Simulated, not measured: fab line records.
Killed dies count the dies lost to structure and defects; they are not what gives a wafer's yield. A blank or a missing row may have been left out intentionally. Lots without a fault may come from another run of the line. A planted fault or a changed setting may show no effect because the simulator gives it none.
Problem report in the 8D (eight disciplines) form, filled by code | flow n5 finfet | the parts of the form that need people (team, actions taken, sign-off) are left out

== 1. THE PROBLEM ==
thk nm at N5_SD_EPI_N_EPI_MEAS_23 reads a mean of 38.0 nm on 3 wafers of 3 lots; wafers without a fault read 59.1 nm with a standard deviation of 1.1. That puts it -19 standard deviations away from the usual mean.
Earliest sighting: wafer L808.6 on film metro-02 at day 6 19:14. The record has a number at this step for 27 wafers belonging to 10 lots. Rule for "out" (also "out of limits"): further than 4 standard deviations from the usual mean. The rest of the wafers with a number are treated as sound.

== 2. WHAT IT IS; WHAT IT IS NOT ==
question                    | is                           | is not
which readings at this step | thk nm                       | -
which lots                  | L808, L810, L812             | L796, L799, L800, L802, L813, L814, L816
which wafers of those lots  | L808.6, L810.6, L812.6       | L808.3, L808.5, L810.1, L812.2
read on which gauges        | film metro-01, film metro-02 | -
when                        | from day 6 19:14             | up to then (13 sound wafers); but 11 sound wafers of L810, L812, L813, L814, L816 came after

== 3. THE SUSPECTS, EACH WITH WHAT RULES IT OUT ==
Counting: if a tool at a process step up to the reading ran every lot that is out, it stays a suspect. Sound lots after the first of them don't rule it out here, since some wafers of a struck lot are sound.
- the gauge at N5_SD_EPI_N_EPI_MEAS_23 is ruled out. 2 gauges (film metro-01, film metro-02) read the wafers that are out.
- epi rpcvd-04 at N5_SD_EPI_N_EPI_21 (deposits Si:P, time 690 s): kept. Ran every lot that is out, first one L808 (day 6 18:05); last sound lot up to then L802 (day 5 06:10).
Left after counting: epi rpcvd-04 at N5_SD_EPI_N_EPI_21.

== 4. THE CAUSE (what the simulator had put in) ==
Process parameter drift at N5_SD_EPI_N_EPI_21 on epi rpcvd-04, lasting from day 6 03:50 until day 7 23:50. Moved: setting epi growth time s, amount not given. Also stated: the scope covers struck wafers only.
After counting, this tool was the only one left.

== 5. SEQUENCE OF EFFECTS, ordered by route ==
Each row: a reading where the mean over the struck wafers with a number is more than 3 standard deviations away from the usual. Only readings for which the record gives a usual standard deviation are gone through. hours: the time from each lot's start at the first step in this table that gives one to its start at this step, as a median over the lots. sigmas: the change in usual standard deviations.
hours | step                        | reading | usual        | on struck wafers | change | sigmas
0     | N5_SD_EPI_N_EPI_MEAS_23     | thk nm  | 59.1 nm      | 38.0             | -21.1  | -19
5     | N5_SD_ACTIVATION_RS_MEAS_03 | RS_SD_N | 21.90 ohm/sq | 33.19            | +11.29 | +40
146   | N5_BEOL_M4_RC_MEAS_101      | REXT_N  | 75.1 ohm.um  | 88.8             | +13.7  | +8.6
146   | N5_BEOL_M4_RC_MEAS_101      | RS_SD_N | 28.4 ohm/sq  | 43.2             | +14.8  | +41

== 6. WHAT WOULD HAVE CAUGHT IT SOONER ==
In this record the first reading out of limits at a measuring or inspecting step was taken at day 6 19:14, 15 hours after the fault began at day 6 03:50.
Of the lots that are out (3), L810, L812 began N5_SD_EPI_N_EPI_21 on epi rpcvd-04 after day 6 19:14. A hold on the tool at that time would have spared those 2.
